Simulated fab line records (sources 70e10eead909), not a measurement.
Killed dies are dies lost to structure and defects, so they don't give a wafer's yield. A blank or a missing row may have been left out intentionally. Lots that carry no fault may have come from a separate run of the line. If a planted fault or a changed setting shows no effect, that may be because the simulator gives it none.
Matching of chambers	flow nand_harc	4 sister chambers for NHARC_A_CHANNEL_HOLE_D1_ETCH_44 on rie_diel-12
The step etches the open film in CF4/O2, target depth 140 nm, overetch 14 nm, time 77 s. 16 wafers are shown with their chamber, then 8 later ones without.

== WAFERS WITH THEIR CHAMBER ==
wafer	chamber	drypump_motor_current_A (A)	rf_vpp_V (V)	oes_product_au (a.u.)
L075.2	0	5.55	200.6	1.013
L075.3	3	5.59	199.5	1.037
L075.4	2	6.10	198.2	0.997
L081.1	1	6.20	197.6	1.001
L081.2	0	5.53	199.2	0.991
L081.5	0	5.55	199.1	0.994
L084.4	2	6.12	197.2	1.019
L084.5	2	6.17	198.3	1.016
L084.6	3	5.57	199.3	1.011
L087.1	1	6.19	195.6	1.002
L087.3	3	5.60	198.0	1.001
L087.5	0	5.49	198.2	0.992
L086.1	3	5.57	198.7	1.001
L086.2	2	6.18	197.8	1.007
L086.6	1	6.19	196.0	1.005
L094.2	1	6.21	195.6	0.996

SIGNATURES, as means of the wafers listed above
reading	chamber 0	chamber 1	chamber 2	chamber 3	scatter within a chamber
drypump_motor_current_A	5.5300	6.1975	6.1425	5.5825	0.0255
rf_vpp_V	199.275	196.200	197.875	198.875	0.805
oes_product_au	0.99750	1.00100	1.00975	1.01250	0.0113
Rule: for a wafer and a chamber, the distance is found by dividing, reading by reading, the gap between the wafer's reading and the chamber's mean by the reading's scatter, squaring, summing and taking the root. The wafer belongs to the nearest chamber; if the next one is less than 2 further off, it can't be placed. The scatter: take each reading less its chamber's mean, square it, sum over the shown wafers, divide by the number of wafers less the number of chambers, and take the root.

== WAFERS MISSING THEIR CHAMBER ==
wafer	drypump_motor_current_A (A)	rf_vpp_V (V)	oes_product_au (a.u.)
L094.4	5.56	199.6	0.998
L094.5	5.56	199.3	1.008
L093.1	5.60	197.3	1.013
L093.3	6.12	197.9	1.015
L093.6	5.55	198.6	1.000
L096.1	5.53	199.8	0.998
L096.2	5.55	197.9	1.008
L096.6	5.55	198.5	0.991

== THE CHAMBER EACH PASSED THROUGH ==
wafer	from the rows above	in truth
L094.4	can't be placed: 0 or 3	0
L094.5	can't be placed: 3 or 0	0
L093.1	can't be placed: 3 or 0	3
L093.3	2	2
L093.6	can't be placed: 0 or 3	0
L096.1	0	0
L096.2	can't be placed: 3 or 0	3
L096.6	can't be placed: 0 or 3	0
Placed correctly: 2 of 8. Unplaceable from these rows: 6, with the true chamber sitting among the candidates in 6. Number placed wrongly: 0.
